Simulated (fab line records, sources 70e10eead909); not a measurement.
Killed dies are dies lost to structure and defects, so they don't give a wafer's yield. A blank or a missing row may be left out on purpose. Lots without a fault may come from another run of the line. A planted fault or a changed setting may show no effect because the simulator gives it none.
A struck lot beside a sound one | flow nand_harc | 35 steps out of a route of 1302
Sound: wafers L780.1, L780.4, L780.6. Struck: wafers L790.4, L790.5, L790.6. The cause comes at the end.
At each step with rows: each side's tool, then ch and its chambers, then its first start. Under that, the readings that differ: sound wafers | struck wafers | difference of the means | sigmas: that difference in standard deviations of wafers without a fault.
alike: readings whose means differ by less than 2 such deviations, and words and numbers that are the same on both sides. not compared: withheld readings, readings that some wafer has no value for, bounds like >300 that may hide the same value, and numbers for which the record gives no deviation and whose values overlap.
The two part at a step that has a row with sigmas, a row that says differs or no value, or rows on one side only. Numbers that don't overlap but have no deviation are shown without sigmas and don't part them. A reading that every wafer of one side lacks parts them only if that side has two wafers or more.

first, 7 steps without rows for these wafers: NHARC_P_STI_DEVELOP_08 (time 50 s); NHARC_P_STI_HARDBAKE_13 (time 65 s); NHARC_P_STI_DESCUM_14 (chemistry O2, time 3 s); NHARC_P_STI_ETCH_42 (etches the open film in N2/H2, target depth 80 nm, overetch 24 nm, time 61 s); NHARC_P_STI_ETCH_31 (etches the open film in CF4/CHF3, target depth 108.9 nm, time 54.5 s); NHARC_P_STI_ETCH_15 (etches the open film in HBr/Cl2, target depth 300 nm, time 100.1 s); NHARC_P_STI_STRIP_19 (strips in SPM, time 900 s).
NHARC_P_STI_PRECLEAN_32: cleans in SC1.
  sound on wet_bench-07 ch 1,2,3, day 5 18:12; struck on wet_bench-09 ch 1,2,4, day 9 18:04
then, 25 steps without rows for these wafers: NHARC_P_STI_SRD_23; NHARC_P_STI_OXIDE_33 (material SiO2, target thk 10 nm, ox time 281 s); NHARC_P_STI_HDPCVD_20 (deposits SiO2); NHARC_P_STI_ANNEAL_34 (time 1800 s); NHARC_P_STI_CMP_21 (polishes, t overpolish 20 s, target thk 380.67 nm); NHARC_P_STI_SRD_35; NHARC_P_STI_ETCH_36 (etches SiO2 in dHF, target depth 38.8 nm); NHARC_P_STI_STRIP_24 (strips Si3N4 in H3PO4); NHARC_P_STI_ETCH_37 (etches SiO2 in dHF, target depth 11 nm); NHARC_P_STI_PRECLEAN_38 (cleans in SC1); NHARC_P_STI_SRD_39; NHARC_P_STI_OXIDE_40 (material SiO2, target thk 10 nm, ox time 1362 s); NHARC_P_GATE_ETCH_69 (etches SiO2 in dHF, target depth 14 nm); NHARC_P_GATE_PRECLEAN_70 (cleans in SC1); NHARC_P_GATE_SRD_01; NHARC_P_GATE_OXIDE_02 (material SiO2, target thk 37.5 nm, ox time 365 s); NHARC_P_GATE_DEHYDRATE_03 (time 120 s); NHARC_P_GATE_HMDS_04 (time 30 s); NHARC_P_GATE_COAT_05; NHARC_P_GATE_SOFTBAKE_06 (time 95 s); NHARC_P_GATE_EBR_07; NHARC_P_GATE_EXPOSE_08 (exposes mask P HV); NHARC_P_GATE_PEB_09 (peb time 85 s); NHARC_P_GATE_DEVELOP_10 (time 70 s); NHARC_P_GATE_HARDBAKE_12 (time 80 s).
-- the record jumps here: 23 days lie between the struck wafers' starts before and after (it left off in module P_GATE and takes up again in module END, whose first step shown is number 1301 of the route) --
NHARC_END_WLT_00:
  sound on prober-02, day 27 02:46; struck on prober-01, day 32 15:58
  reading                           | sound             | struck            | difference | sigmas
  VT_DECK1_BOTTOM                   | 0.864 0.879 0.877 | 0.933 0.917 0.902 | +0.044     | +5
  VT_DECK1_BOTTOM_INNER             | 0.875 0.882 0.886 | 0.926 0.914 0.916 | +0.038     | +4
  VT_DECK1_MEDIAN_NEAR_BOTTOM       | 0.871 0.884 0.881 | 0.916 0.916 0.912 | +0.036     | +4
  VT_DECK1_MEDIAN_NEAR_BOTTOM_INNER | 0.869 0.876 0.884 | 0.931 0.911 0.913 | +0.042     | +5
  VT_DECK1_MIDDLE                   | 0.889 0.889 0.892 | 0.932 0.932 0.930 | +0.041     | +6
  VT_DECK1_MIDDLE_INNER             | 0.885 0.893 0.884 | 0.931 0.933 0.927 | +0.043     | +5
  VT_DECK1_TOP                      | 0.899 0.898 0.901 | 0.947 0.938 0.951 | +0.046     | +6
  VT_DECK1_TOP_INNER                | 0.899 0.907 0.908 | 0.956 0.949 0.944 | +0.045     | +6
  VT_DECK2_BOTTOM                   | 0.863 0.858 0.859 | 0.945 0.942 0.927 | +0.078     | +11
  VT_DECK2_BOTTOM_INNER             | 0.870 0.858 0.860 | 0.932 0.933 0.932 | +0.070     | +9
  VT_DECK2_MEDIAN_NEAR_BOTTOM       | 0.871 0.866 0.865 | 0.932 0.939 0.936 | +0.068     | +10
  VT_DECK2_MEDIAN_NEAR_BOTTOM_INNER | 0.873 0.865 0.871 | 0.943 0.937 0.934 | +0.068     | +9
  VT_DECK2_MIDDLE                   | 0.876 0.882 0.880 | 0.947 0.950 0.948 | +0.069     | +11
  VT_DECK2_MIDDLE_INNER             | 0.875 0.880 0.887 | 0.951 0.947 0.953 | +0.070     | +11
  VT_DECK2_TOP                      | 0.886 0.892 0.888 | 0.981 0.960 0.965 | +0.080     | +13
  VT_DECK2_TOP_INNER                | 0.889 0.890 0.886 | 0.964 0.969 0.952 | +0.073     | +12
NHARC_END_SORT_01:
  the record has rows for the struck wafers here (prober-01 ch 0, day 32 21:29) and none for the sound ones

WHERE THEY PART
First at NHARC_END_WLT_00; last, within this record, at NHARC_END_SORT_01.

WHY: what the simulator had put in
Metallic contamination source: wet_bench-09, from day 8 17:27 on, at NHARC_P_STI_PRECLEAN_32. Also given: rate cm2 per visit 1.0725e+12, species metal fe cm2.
